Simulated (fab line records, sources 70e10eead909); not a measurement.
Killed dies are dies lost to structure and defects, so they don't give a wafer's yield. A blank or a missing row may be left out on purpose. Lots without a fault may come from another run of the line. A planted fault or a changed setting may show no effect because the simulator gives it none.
Chamber matching | flow nand_harc | NHARC_A_ZERO_WELL_ETCH_13 on rie_si-01: 4 sister chambers
The step etches the open film in HBr/Cl2, target depth 120 nm, time 40.1 s. 16 wafers are shown with their chamber, then 8 later ones without.

WAFERS WITH THEIR CHAMBER
wafer  | chamber | drypump_motor_current_A (A) | oes_product_au (a.u.) | throttle_valve_pct (%)
L076.1 | 3       | 5.5                         | 0.989                 | 26.419
L076.5 | 0       | 5.6                         | 1.017                 | 26.400
L076.6 | 1       | 5.8                         | 1.004                 | 26.418
L077.1 | 1       | 5.9                         | 1.001                 | 26.417
L077.5 | 0       | 5.6                         | 0.998                 | 26.412
L077.6 | 3       | 5.5                         | 0.973                 | 26.400
L084.1 | 2       | 5.0                         | 1.007                 | 26.404
L084.5 | 2       | 4.9                         | 1.023                 | 26.414
L084.6 | 3       | 5.5                         | 0.994                 | 26.418
L084.2 | 1       | 5.8                         | 0.986                 | 26.418
L084.3 | 0       | 5.6                         | 0.982                 | 26.418
L084.4 | 3       | 5.5                         | 0.989                 | 26.406
L086.1 | 1       | 5.9                         | 1.007                 | 26.398
L086.2 | 0       | 5.5                         | 0.990                 | 26.414
L086.5 | 3       | 5.5                         | 0.974                 | 26.410
L087.1 | 1       | 5.9                         | 0.987                 | 26.404

SIGNATURES (means of the wafers above)
reading                 | chamber 0 | chamber 1 | chamber 2 | chamber 3 | scatter within a chamber
drypump_motor_current_A | 5.575     | 5.860     | 4.950     | 5.500     | 0.0452
oes_product_au          | 0.99675   | 0.99700   | 1.01500   | 0.98380   | 0.0114
throttle_valve_pct      | 26.41100  | 26.41100  | 26.40900  | 26.41060  | 0.00837
Rule: a wafer's distance from a chamber is the root of the sum, over the readings, of the square of ((its reading less the chamber's mean) divided by the reading's scatter). The wafer belongs to the nearest chamber; if the next one is less than 2 further off, it can't be placed. The scatter: the root of (the sum of the squares of (reading less its chamber's mean) over the shown wafers, divided by (wafers less chambers)).

WAFERS WITHOUT THEIR CHAMBER
wafer  | drypump_motor_current_A (A) | oes_product_au (a.u.) | throttle_valve_pct (%)
L087.2 | 5.6                         | 0.989                 | 26.407
L087.3 | 4.9                         | 1.022                 | 26.409
L095.1 | 5.5                         | 0.974                 | 26.435
L095.3 | 5.9                         | 0.996                 | 26.380
L095.4 | 5.6                         | 0.994                 | 26.409
L097.2 | 5.9                         | 1.005                 | 26.393
L097.3 | 5.5                         | 0.969                 | 26.403
L097.4 | 5.6                         | 1.004                 | 26.419

WHICH CHAMBER EACH WENT THROUGH
wafer  | from the rows above     | in truth
L087.2 | can't be placed: 0 or 3 | 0
L087.3 | 2                       | 2
L095.1 | can't be placed: 3 or 0 | 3
L095.3 | 1                       | 1
L095.4 | can't be placed: 0 or 3 | 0
L097.2 | 1                       | 1
L097.3 | can't be placed: 3 or 0 | 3
L097.4 | can't be placed: 0 or 3 | 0
Placed correctly: 3 of 8. Can't be placed from these rows: 5 (the true chamber is among the candidates in 5). Placed wrongly: 0.
